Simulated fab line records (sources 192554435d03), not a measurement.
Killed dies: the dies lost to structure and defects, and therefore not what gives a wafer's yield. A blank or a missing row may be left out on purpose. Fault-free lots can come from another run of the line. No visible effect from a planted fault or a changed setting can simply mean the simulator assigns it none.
Problem report in the 8D (eight disciplines) form, filled by code || flow n5-finfet || the parts of the form that need people (team, actions taken, sign-off) are left out

1. THE ISSUE
rf-fwd-power-W at N5_ZERO_LAYER_ETCH_18 reads a mean of 600.5 W on 1 wafer of 1 lot; wafers without a fault read 795.5 W with a standard deviation of 2.6. Measured from the usual mean, that is -75 standard deviations.
The step: etches Si in HBr/Cl2, target depth 120 nm, time 40 s.
First observed at day 7 00:56: wafer L263.5, on rie-si-04. The record has a number at this step for 15 wafers belonging to 5 lots. Rule for "out" (also "out of limits"): further than 4 standard deviations from the usual mean. All remaining wafers that have a number are taken as sound.

2. WHAT IT IS AND WHAT IT IS NOT
{"question": "which readings at this step", "is": "rf-fwd-power-W", "is not": "drypump-motor-current-A, oes-product-au, throttle-valve-pct"}
{"question": "which lots", "is": "L263", "is not": "L251, L253, L254, L256"}
{"question": "which wafers of those lots", "is": "L263.5", "is not": "L263.3, L263.6"}
{"question": "read on which tools", "is": "rie-si-04", "is not": "rie-si-03, rie-si-05"}
{"question": "when", "is": "from day 7 00:56", "is not": "up to then (14 sound wafers)"}

3. THE SUSPECTS, EACH WITH WHAT RULES IT OUT
Counting: a tool at a process step up to the reading stays a suspect if it ran every lot that is out. Sound lots after the first of them don't rule it out here, since some wafers of a struck lot are sound.
- pecvd-04 at N5_ZERO_LAYER_PECVD_02 (deposits SiO2 from SiH4/N2O, target thk 10 nm, time 6 s): kept. It ran the lot that is out, L263 (day 7 00:18); its last sound lot up to then is L256 (day 5 06:17).
- rie-diel-02 at N5_ZERO_LAYER_DESCUM_16 (chemistry O2, time 7.9 s): kept. It ran the lot that is out, L263 (day 7 00:49); its last sound lot up to then is L251 (day 4 00:41).
- rie-diel-02 at N5_ZERO_LAYER_ETCH_17 (etches SiO2 in CF4, target depth 12 nm, time 13.3 s): kept. It ran the lot that is out, L263 (day 7 00:52); its last sound lot up to then is L251 (day 4 00:43).
- rie-si-04 at N5_ZERO_LAYER_ETCH_18 (etches Si in HBr/Cl2, target depth 120 nm, time 40 s): kept. It ran the lot that is out, L263 (day 7 00:56); its last sound lot up to then is L256 (day 5 07:01). Its own readings are out on those wafers: rf-fwd-power-W.
- Within rie-si-04 at N5_ZERO_LAYER_ETCH_18: the wafers that are out ran in chamber 1; their sound lot-mates ran in chambers 2, 3.
Left after counting: pecvd-04 at N5_ZERO_LAYER_PECVD_02, rie-diel-02 at N5_ZERO_LAYER_DESCUM_16, rie-diel-02 at N5_ZERO_LAYER_ETCH_17, rie-si-04 at N5_ZERO_LAYER_ETCH_18.

4. THE CAUSE (what the simulator had put in)
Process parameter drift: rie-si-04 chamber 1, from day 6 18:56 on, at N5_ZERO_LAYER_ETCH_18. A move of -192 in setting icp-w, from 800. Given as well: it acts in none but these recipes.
Of the 4 suspects that counting leaves, this tool is one.

5. THE CHAIN OF EFFECTS, in route order
Rows list readings where the struck wafers' mean (over those with a number) sits beyond 3 standard deviations from the usual. Only readings whose record carries a usual standard deviation are examined. hours: median over the lots of the time between each lot's start at the first step of this table that gives one and its start at this step. sigmas: the change, counted in usual standard deviations.
{"hours": 0, "step": "N5_ZERO_LAYER_ETCH_18", "reading": "rf-fwd-power-W", "usual": "795.5 W", "on struck wafers": 600.5, "change": -195.0, "sigmas": -75}
{"hours": 175, "step": "N5_BEOL_M4_RC_MEAS_101", "reading": "IOFF_N", "usual": "0.17 nA/um", "on struck wafers": 0.32, "change": "+0.15", "sigmas": "+3.3"}
{"hours": 175, "step": "N5_BEOL_M4_RC_MEAS_101", "reading": "SS_N", "usual": "71.7 mV/dec", "on struck wafers": 74.0, "change": "+2.3", "sigmas": "+3.2"}
The process steps in it:
- N5_ZERO_LAYER_ETCH_18: etches Si in HBr/Cl2, target depth 120 nm, time 40 s.

6. HOW IT WOULD HAVE BEEN CAUGHT EARLIER
6 hours passed between the start of the fault at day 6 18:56 and the first reading out of limits in this record, taken at day 7 00:56.
